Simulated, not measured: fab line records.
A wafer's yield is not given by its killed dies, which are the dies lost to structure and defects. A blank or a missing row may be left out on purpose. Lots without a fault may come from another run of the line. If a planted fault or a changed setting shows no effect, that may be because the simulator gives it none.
Chamber matching + flow n5-finfet + rie-diel-05 running N5_BEOL_M6_DESCUM_33: 4 sister chambers
The step chemistry O2, time 7 s. 4 wafers are shown with their chamber, then 9 later ones without.

== WAFERS PAIRED WITH THEIR CHAMBERS ==
| wafer  | chamber | showerhead-plenum-p-Torr (Torr) |
|--------|---------|---------------------------------|
| L079.6 | 1       | 2.09                            |
| L087.4 | 2       | 2.12                            |
| L087.5 | 0       | 1.95                            |
| L087.6 | 3       | 2.24                            |

== WAFERS MISSING THEIR CHAMBER ==
| wafer  | showerhead-plenum-p-Torr (Torr) |
|--------|---------------------------------|
| L089.1 | 1.94                            |
| L089.2 | 2.12                            |
| L089.6 | 2.24                            |
| L086.2 | 2.24                            |
| L086.4 | 1.94                            |
| L086.6 | 1.94                            |
| L092.1 | 2.08                            |
| L092.3 | 1.94                            |
| L092.5 | 1.94                            |

== CHAMBER TAKEN BY EACH ==
| wafer  | from the rows above | in truth |
|--------|---------------------|----------|
| L089.1 | 0                   | 0        |
| L089.2 | 2                   | 2        |
| L089.6 | 3                   | 3        |
| L086.2 | 3                   | 3        |
| L086.4 | 0                   | 0        |
| L086.6 | 0                   | 0        |
| L092.1 | 1                   | 1        |
| L092.3 | 0                   | 0        |
| L092.5 | 0                   | 0        |
9 of 9 placed correctly. From these rows, 0 cannot be placed. Number placed wrongly: 0.
How it was worked out, from the rows above alone: a wafer's distance from a chamber is the root of the sum, over the readings, of the square of ((its reading less the chamber's mean) divided by the reading's scatter). The wafer belongs to the nearest chamber; if the next one is less than 2 further off, it can't be placed. The mean given for a chamber averages the wafers shown for that chamber. The scatter: root of mean squared gap, hidden wafer to nearest shown wafer, with one shown wafer a chamber.
